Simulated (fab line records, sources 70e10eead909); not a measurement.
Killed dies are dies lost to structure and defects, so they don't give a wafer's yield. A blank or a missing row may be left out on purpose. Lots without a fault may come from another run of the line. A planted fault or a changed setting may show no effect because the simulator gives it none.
Chamber matching | flow nand_harc | NHARC_A_BLC_STRIP_21 on rie_diel-11: 4 sister chambers
The step strips in O2. 33 wafers are shown with their chamber, then 12 later ones without.

WAFERS WITH THEIR CHAMBER
wafer  | chamber | showerhead_plenum_p_Torr (Torr) | drypump_motor_current_A (A) | rf_vpp_V (V)
L077.4 | 3       | 3.31                            | 6.2                         | 56.4
L077.5 | 0       | 3.59                            | 4.8                         | 58.5
L077.6 | 1       | 3.76                            | 5.2                         | 59.2
L075.2 | 3       | 3.31                            | 6.2                         | 58.1
L075.5 | 1       | 3.75                            | 5.2                         | 58.4
L075.6 | 0       | 3.59                            | 4.8                         | 57.1
L076.1 | 1       | 3.76                            | 5.2                         | 57.9
L076.2 | 2       | 3.48                            | 5.4                         | 57.5
L076.5 | 3       | 3.31                            | 6.2                         | 57.4
L079.2 | 1       | 3.75                            | 5.2                         | 58.8
L079.4 | 0       | 3.59                            | 4.8                         | 59.2
L079.5 | 2       | 3.48                            | 5.5                         | 57.9
L081.2 | 1       | 3.75                            | 5.2                         | 58.0
L081.5 | 0       | 3.59                            | 4.8                         | 56.3
L081.6 | 3       | 3.31                            | 6.2                         | 58.0
L080.4 | 2       | 3.48                            | 5.4                         | 57.8
L080.5 | 0       | 3.59                            | 4.8                         | 57.5
L080.6 | 3       | 3.31                            | 6.2                         | 57.2
L083.1 | 2       | 3.48                            | 5.4                         | 57.2
L083.2 | 3       | 3.31                            | 6.2                         | 56.2
L083.3 | 1       | 3.75                            | 5.2                         | 59.2
L084.2 | 3       | 3.31                            | 6.2                         | 55.7
L084.3 | 1       | 3.75                            | 5.2                         | 57.3
L084.6 | 2       | 3.48                            | 5.4                         | 56.0
L086.1 | 3       | 3.31                            | 6.2                         | 56.6
L086.2 | 0       | 3.59                            | 4.8                         | 57.1
L086.5 | 1       | 3.75                            | 5.2                         | 58.6
L088.1 | 2       | 3.48                            | 5.5                         | 57.5
L088.5 | 1       | 3.75                            | 5.2                         | 58.4
L088.6 | 2       | 3.48                            | 5.5                         | 58.3
L090.1 | 2       | 3.48                            | 5.4                         | 57.5
L090.4 | 0       | 3.59                            | 4.8                         | 56.5
L090.5 | 3       | 3.31                            | 6.2                         | 57.4

SIGNATURES (means of the wafers above)
reading                  | chamber 0 | chamber 1 | chamber 2 | chamber 3 | scatter within a chamber
showerhead_plenum_p_Torr | 3.5900    | 3.7522    | 3.4800    | 3.3100    | 0.00232
drypump_motor_current_A  | 4.800     | 5.200     | 5.438     | 6.200     | 0.0254
rf_vpp_V                 | 57.457    | 58.422    | 57.462    | 57.000    | 0.796
Rule: a wafer's distance from a chamber is the root of the sum, over the readings, of the square of ((its reading less the chamber's mean) divided by the reading's scatter). The wafer belongs to the nearest chamber; if the next one is less than 2 further off, it can't be placed. The scatter: the root of (the sum of the squares of (reading less its chamber's mean) over the shown wafers, divided by (wafers less chambers)).

WAFERS WITHOUT THEIR CHAMBER
wafer  | showerhead_plenum_p_Torr (Torr) | drypump_motor_current_A (A) | rf_vpp_V (V)
L092.1 | 3.48                            | 5.4                         | 58.6
L092.3 | 3.75                            | 5.1                         | 58.5
L092.4 | 3.31                            | 6.2                         | 56.8
L093.1 | 3.75                            | 5.2                         | 57.7
L093.2 | 3.59                            | 4.8                         | 56.7
L093.4 | 3.48                            | 5.4                         | 56.8
L094.1 | 3.75                            | 5.2                         | 58.5
L094.2 | 3.59                            | 4.8                         | 57.9
L094.5 | 3.48                            | 5.4                         | 57.3
L097.2 | 3.75                            | 5.2                         | 58.6
L097.5 | 3.48                            | 5.4                         | 58.9
L097.6 | 3.75                            | 5.2                         | 58.5

WHICH CHAMBER EACH WENT THROUGH
wafer  | from the rows above | in truth
L092.1 | 2                   | 2
L092.3 | 1                   | 1
L092.4 | 3                   | 3
L093.1 | 1                   | 1
L093.2 | 0                   | 0
L093.4 | 2                   | 2
L094.1 | 1                   | 1
L094.2 | 0                   | 0
L094.5 | 2                   | 2
L097.2 | 1                   | 1
L097.5 | 2                   | 2
L097.6 | 1                   | 1
Placed correctly: 12 of 12. Can't be placed from these rows: 0. Placed wrongly: 0.
